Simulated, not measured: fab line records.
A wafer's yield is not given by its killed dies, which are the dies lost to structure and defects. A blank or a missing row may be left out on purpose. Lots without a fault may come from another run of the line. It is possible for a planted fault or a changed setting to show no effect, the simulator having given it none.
Split-lot study / flow n5-finfet / 21 wafers read from 7 lots, route of 1938 steps

== THE SPLIT ITSELF ==
At N5_BEOL_M5_ILD_DEP_00 (deposits SiCOH lowk from DEMS/porogen, target thk 140.64 nm, time 25.9 s), the setting time-s was moved away from the recipe's 25.9 s on 5 of the 21 wafers read, by -12.7% to +7.6%. This setting was run at the recipe's value on the other wafers.

== THE PATH FROM SPLIT TO READING: the file shows 1 step between them ==
- N5_BEOL_M5_CURE_79: cures SiCOH lowk, time 240 s

== THE READING ==
M5_ILD_THK, in nm, at N5_BEOL_M5_THK_MEAS_01. A value of 120.6 nm with a standard deviation of 1.7 nm is what fault-free wafers of this fab line usually give.

wafer=L074.1; tool, chamber at the split=pecvd-02, 1; time-s as run, s=25.9; against the recipe=recipe; M5_ILD_THK, nm=117.9; against lot-mates on the recipe=-
wafer=L074.4; tool, chamber at the split=pecvd-02, 1; time-s as run, s=27.87; against the recipe=+7.6%; M5_ILD_THK, nm=128.7; against lot-mates on the recipe=+9.5
wafer=L074.5; tool, chamber at the split=pecvd-02, 0; time-s as run, s=25.9; against the recipe=recipe; M5_ILD_THK, nm=120.5; against lot-mates on the recipe=-
wafer=L077.2; tool, chamber at the split=pecvd-02, 2; time-s as run, s=25.9; against the recipe=recipe; M5_ILD_THK, nm=116.9; against lot-mates on the recipe=-
wafer=L077.3; tool, chamber at the split=pecvd-02, 0; time-s as run, s=25.9; against the recipe=recipe; M5_ILD_THK, nm=119.2; against lot-mates on the recipe=-
wafer=L077.4; tool, chamber at the split=pecvd-02, 1; time-s as run, s=25.9; against the recipe=recipe; M5_ILD_THK, nm=120.3; against lot-mates on the recipe=-
wafer=L084.1; tool, chamber at the split=pecvd-01, 0; time-s as run, s=25.9; against the recipe=recipe; M5_ILD_THK, nm=120.3; against lot-mates on the recipe=-
wafer=L084.2; tool, chamber at the split=pecvd-01, 1; time-s as run, s=25.9; against the recipe=recipe; M5_ILD_THK, nm=119.3; against lot-mates on the recipe=-
wafer=L084.5; tool, chamber at the split=pecvd-01, 0; time-s as run, s=25.9; against the recipe=recipe; M5_ILD_THK, nm=123.3; against lot-mates on the recipe=-
wafer=L085.1; tool, chamber at the split=pecvd-04, 1; time-s as run, s=22.6; against the recipe=-12.7%; M5_ILD_THK, nm=105.5; against lot-mates on the recipe=-15.4
wafer=L085.2; tool, chamber at the split=pecvd-04, 0; time-s as run, s=25.9; against the recipe=recipe; M5_ILD_THK, nm=120.9; against lot-mates on the recipe=-
wafer=L085.4; tool, chamber at the split=pecvd-04, 2; time-s as run, s=22.6; against the recipe=-12.7%; M5_ILD_THK, nm=107.1; against lot-mates on the recipe=-13.8
wafer=L086.1; tool, chamber at the split=pecvd-04, 2; time-s as run, s=25.9; against the recipe=recipe; M5_ILD_THK, nm=120.2; against lot-mates on the recipe=-
wafer=L086.3; tool, chamber at the split=pecvd-04, 0; time-s as run, s=25.9; against the recipe=recipe; M5_ILD_THK, nm=121.9; against lot-mates on the recipe=-
wafer=L086.6; tool, chamber at the split=pecvd-04, 0; time-s as run, s=25.9; against the recipe=recipe; M5_ILD_THK, nm=124.0; against lot-mates on the recipe=-
wafer=L087.1; tool, chamber at the split=pecvd-04, 1; time-s as run, s=25.9; against the recipe=recipe; M5_ILD_THK, nm=120.0; against lot-mates on the recipe=-
wafer=L087.2; tool, chamber at the split=pecvd-04, 0; time-s as run, s=23.7; against the recipe=-8.5%; M5_ILD_THK, nm=110.7; against lot-mates on the recipe=-9.3
wafer=L087.5; tool, chamber at the split=pecvd-04, 2; time-s as run, s=23.7; against the recipe=-8.5%; M5_ILD_THK, nm=112.3; against lot-mates on the recipe=-7.7
wafer=L093.3; tool, chamber at the split=pecvd-04, 2; time-s as run, s=25.9; against the recipe=recipe; M5_ILD_THK, nm=120.8; against lot-mates on the recipe=-
wafer=L093.4; tool, chamber at the split=pecvd-04, 0; time-s as run, s=25.9; against the recipe=recipe; M5_ILD_THK, nm=123.2; against lot-mates on the recipe=-
wafer=L093.6; tool, chamber at the split=pecvd-04, 1; time-s as run, s=25.9; against the recipe=recipe; M5_ILD_THK, nm=122.7; against lot-mates on the recipe=-

THE FIT
A straight line over all 21 wafers: M5_ILD_THK changes by +1.11 nm for each +1% of time-s; r = +0.95; the points scatter about the line by 1.8 nm.
The same after taking each lot's own level away (the mean of its wafers on the recipe; 21 wafers): +1.13 nm for each +1%; r = +0.97; scatter 1.3 nm.
The reading moves by 14 nm for the largest change in time-s, on that fit.
Measured against the standard deviation above, the lots' own levels, which go from 118.80 to 122.23 nm, span 2.0 times it.
Consequently the slope shifts little with the lot-to-lot level, the two slopes agreeing.
Check: -13.7 nm against its lot-mates is what the line predicts for one of the wafers moved furthest among these (-12.7%) when that wafer is left out of the fit. It came out at -15.4 nm against them.

== OTHER SPLITS APPLIED TO THESE WAFERS ==
Other splits were also applied to these wafers ahead of the reading. Each is held against what the fit with the lots' levels taken away leaves over:
other split on the same wafers=N5_BEOL_M3_EXPOSE_08 dose-mj; wafers away from the commonest value=8; r with M5_ILD_THK (lot level and that fit taken away)=+0.05
other split on the same wafers=N5_BEOL_M3_COAT_76 spin-rpm; wafers away from the commonest value=9; r with M5_ILD_THK (lot level and that fit taken away)=+0.06
other split on the same wafers=N5_BEOL_M3_COAT_22 spin-rpm; wafers away from the commonest value=6; r with M5_ILD_THK (lot level and that fit taken away)=-0.22
other split on the same wafers=N5_BEOL_M4_ILD_DEP_00 time-s; wafers away from the commonest value=7; r with M5_ILD_THK (lot level and that fit taken away)=+0.02
other split on the same wafers=N5_BEOL_M4_COAT_62 spin-rpm; wafers away from the commonest value=6; r with M5_ILD_THK (lot level and that fit taken away)=+0.15

== THE WHOLE CHAIN: every reading that the file lists as answering this split, in the file's order ==
step=N5_BEOL_M5_ILD_DEP_00; what it does=deposits SiCOH lowk from DEMS/porogen, target thk 140.64 nm, time 25.9 s; reading=SiCOH_lowk_of_BEOL_M5_ILD_DEP_00.thk-nm (the simulator's own value, which no gauge read); change (the file's fit)=+1.31 nm for each +1% of the setting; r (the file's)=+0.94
step=N5_BEOL_M5_CURE_79; what it does=cures SiCOH lowk, time 240 s; reading=SiCOH_lowk_of_BEOL_M5_ILD_DEP_00.thk-nm (the simulator's own value, which no gauge read); change (the file's fit)=+1.14 nm for each +1% of the setting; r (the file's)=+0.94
step=N5_BEOL_M5_THK_MEAS_01; what it does=; reading=M5_ILD_THK; change (the file's fit)=+1.13 for each +1% of the setting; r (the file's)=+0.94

== FILE'S OWN FIT ==
M5_ILD_THK changes by +1.13 nm for each +1% of time-s, r = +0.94.
